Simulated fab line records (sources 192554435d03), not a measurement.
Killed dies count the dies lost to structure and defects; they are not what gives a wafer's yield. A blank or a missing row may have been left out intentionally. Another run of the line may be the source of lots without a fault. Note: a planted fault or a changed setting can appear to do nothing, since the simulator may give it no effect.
Split-lot trial + flow n5Finfet + 21 wafers read across 7 lots, on a route 1938 steps long

## THE SPLIT
At N5_BEOL_M15_ILD_DEP_00 (deposits SiO2 from TEOS/O2, target thk 1629.3 nm, time 346.1 s), the setting timeS was moved away from the recipe's 346.1 s on 5 of the 21 wafers read, by -13.4% to +12.7%. This setting was run at the recipe's value on the other wafers.

Split to reading: the file shows no intervening step.

## THE READING
M15_ILD_THK in nanometres, read at N5_BEOL_M15_THK_MEAS_01. Fault-free wafers of this fab line usually give 1632 nm, standard deviation 22 nm.

| wafer  | tool, chamber at the split | timeS as run, s | against the recipe | M15_ILD_THK, nm | against lot-mates on the recipe |
|--------|----------------------------|-----------------|--------------------|-----------------|---------------------------------|
| L076.1 | pecvd-04, 1                | 346.1           | recipe             | 1641            | -                               |
| L076.3 | pecvd-04, 2                | 346.1           | recipe             | 1626            | -                               |
| L076.5 | pecvd-04, 1                | 346.1           | recipe             | 1650            | -                               |
| L080.1 | pecvd-03, 2                | 346.1           | recipe             | 1604            | -                               |
| L080.2 | pecvd-03, 1                | 346.1           | recipe             | 1626            | -                               |
| L080.3 | pecvd-03, 0                | 346.1           | recipe             | 1664            | -                               |
| L081.2 | pecvd-02, 2                | 346.1           | recipe             | 1643            | -                               |
| L081.3 | pecvd-02, 0                | 346.1           | recipe             | 1607            | -                               |
| L081.5 | pecvd-02, 0                | 346.1           | recipe             | 1630            | -                               |
| L089.1 | pecvd-02, 2                | 389.9           | +12.7%             | 1812            | +204                            |
| L089.2 | pecvd-02, 0                | 346.1           | recipe             | 1600            | -                               |
| L089.4 | pecvd-02, 0                | 346.1           | recipe             | 1615            | -                               |
| L088.3 | pecvd-02, 1                | 346.1           | recipe             | 1606            | -                               |
| L088.4 | pecvd-02, 1                | 318.3           | -8.0%              | 1519            | -87                             |
| L088.5 | pecvd-02, 2                | 318.3           | -8.0%              | 1523            | -83                             |
| L097.1 | pecvd-02, 1                | 299.6           | -13.4%             | 1410            | -223                            |
| L097.2 | pecvd-02, 2                | 346.1           | recipe             | 1633            | -                               |
| L097.4 | pecvd-02, 1                | 299.6           | -13.4%             | 1416            | -217                            |
| L095.2 | pecvd-03, 0                | 346.1           | recipe             | 1623            | -                               |
| L095.4 | pecvd-03, 1                | 346.1           | recipe             | 1633            | -                               |
| L095.5 | pecvd-03, 0                | 346.1           | recipe             | 1645            | -                               |

THE FIT
A straight line over all 21 wafers: M15_ILD_THK changes by +15.1 nm for each +1% of timeS; r = +0.98; the points scatter about the line by 17 nm.
The same after taking each lot's own level away (the mean of its wafers on the recipe; 21 wafers): +15.3 nm for each +1%; r = +0.98; scatter 18 nm.
The reading moves by 2.1e+02 nm for the largest change in timeS, on that fit.
Measured against the standard deviation above, the lots' own levels, which go from 1606.0 to 1639.0 nm, span 1.5 times it.
The two slopes are in agreement: the lot-to-lot level therefore moves the slope only a little.
Check: -195 nm against its lot-mates is what the line predicts for one of the wafers moved furthest among these (-13.4%) when that wafer is left out of the fit. It came out at -223 nm against them.

## OTHER SPLITS ON THESE WAFERS
These wafers also went through other splits before the reading. Each is held against what the fit with the lots' levels taken away leaves over:
| other split on the same wafers   | wafers away from the commonest value | r with M15_ILD_THK (lot level and that fit taken away) |
|----------------------------------|--------------------------------------|--------------------------------------------------------|
| N5_BEOL_M13_TRENCH_ETCH_34 timeS | 8                                    | +0.32                                                  |
| N5_BEOL_M13_SPUTTER_45 powerW    | 3                                    | -0.11                                                  |

## THE WHOLE CHAIN: every reading that the file lists as answering this split, in the file's order
| step                    | what it does                                                   | reading                                                                            | change (the file's fit)              | r (the file's) |
|-------------------------|----------------------------------------------------------------|------------------------------------------------------------------------------------|--------------------------------------|----------------|
| N5_BEOL_M15_ILD_DEP_00  | deposits SiO2 from TEOS/O2, target thk 1629.3 nm, time 346.1 s | SiO2_of_BEOL_M15_ILD_DEP_00.thkNm (the simulator's own value, which no gauge read) | +15.4 nm for each +1% of the setting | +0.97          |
| N5_BEOL_M15_THK_MEAS_01 |                                                                | M15_ILD_THK                                                                        | +15.4 for each +1% of the setting    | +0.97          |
| N5_BEOL_M15_VIA_ETCH_16 | etches SiO2 in C4F8/O2/Ar, target depth 1792.2 nm              | etch.depthNm (the simulator's own value, which no gauge read)                      | +15.4 nm for each +1% of the setting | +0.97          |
| N5_BEOL_M15_VIA_ETCH_16 | etches SiO2 in C4F8/O2/Ar, target depth 1792.2 nm              | coat_of_BEOL_M15_COAT_04.thkNm (the simulator's own value, which no gauge read)    | -3.76 nm for each +1% of the setting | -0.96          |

## FILE'S OWN FIT
M15_ILD_THK changes by +15.4 nm for each +1% of timeS, r = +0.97.
